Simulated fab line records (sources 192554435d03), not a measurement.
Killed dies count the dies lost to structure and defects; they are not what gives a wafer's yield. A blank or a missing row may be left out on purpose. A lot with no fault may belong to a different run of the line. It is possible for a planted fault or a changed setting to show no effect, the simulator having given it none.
Chamber matching + flow n5Finfet + 4 sister chambers for N5_BEOL_M0_ALD_136 on aldMetal-03
The step deposits TaN, pulse time 2 s, purge time 3 s, co reactant purge time 2 s. 4 wafers are shown with their chamber, then 12 later ones without.

## EACH WAFER AND ITS CHAMBER
| wafer  | chamber | heaterPowerW (W) |
|--------|---------|------------------|
| L090.5 | 1       | 399              |
| L091.3 | 0       | 342              |
| L091.4 | 3       | 417              |
| L091.5 | 2       | 415              |

## WAFERS WITHOUT THEIR CHAMBER
| wafer  | heaterPowerW (W) |
|--------|------------------|
| L092.1 | 403              |
| L092.2 | 430              |
| L092.5 | 410              |
| L093.3 | 337              |
| L093.4 | 416              |
| L093.6 | 415              |
| L094.1 | 342              |
| L094.4 | 392              |
| L094.5 | 395              |
| L096.3 | 416              |
| L096.5 | 421              |
| L096.6 | 408              |

## WHICH CHAMBER EACH WENT THROUGH
| wafer  | from the rows above          | in truth |
|--------|------------------------------|----------|
| L092.1 | can't be placed: 1 or 2 or 3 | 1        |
| L092.2 | can't be placed: 3 or 2      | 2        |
| L092.5 | can't be placed: 2 or 3 or 1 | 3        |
| L093.3 | 0                            | 0        |
| L093.4 | can't be placed: 2 or 3      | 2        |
| L093.6 | can't be placed: 2 or 3      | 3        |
| L094.1 | 0                            | 0        |
| L094.4 | 1                            | 1        |
| L094.5 | 1                            | 1        |
| L096.3 | can't be placed: 2 or 3      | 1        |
| L096.5 | can't be placed: 3 or 2      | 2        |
| L096.6 | can't be placed: 2 or 1 or 3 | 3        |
Correctly placed: 4 of 12. Not placeable from these rows: 8 (in 7, the candidates include the true chamber). Placed wrongly: 0.
How it was worked out, from the rows above alone: a wafer's distance from a chamber is the root of the sum, over the readings, of the square of ((its reading less the chamber's mean) divided by the reading's scatter). If the next closest chamber is less than 2 further off than the closest, the wafer can't be placed; otherwise it belongs to the closest. Each chamber's mean is taken over the wafers shown for it. The scatter (one wafer shown for each chamber): square how far every hidden wafer sits from the nearest shown wafer, average those squares and take the square root.
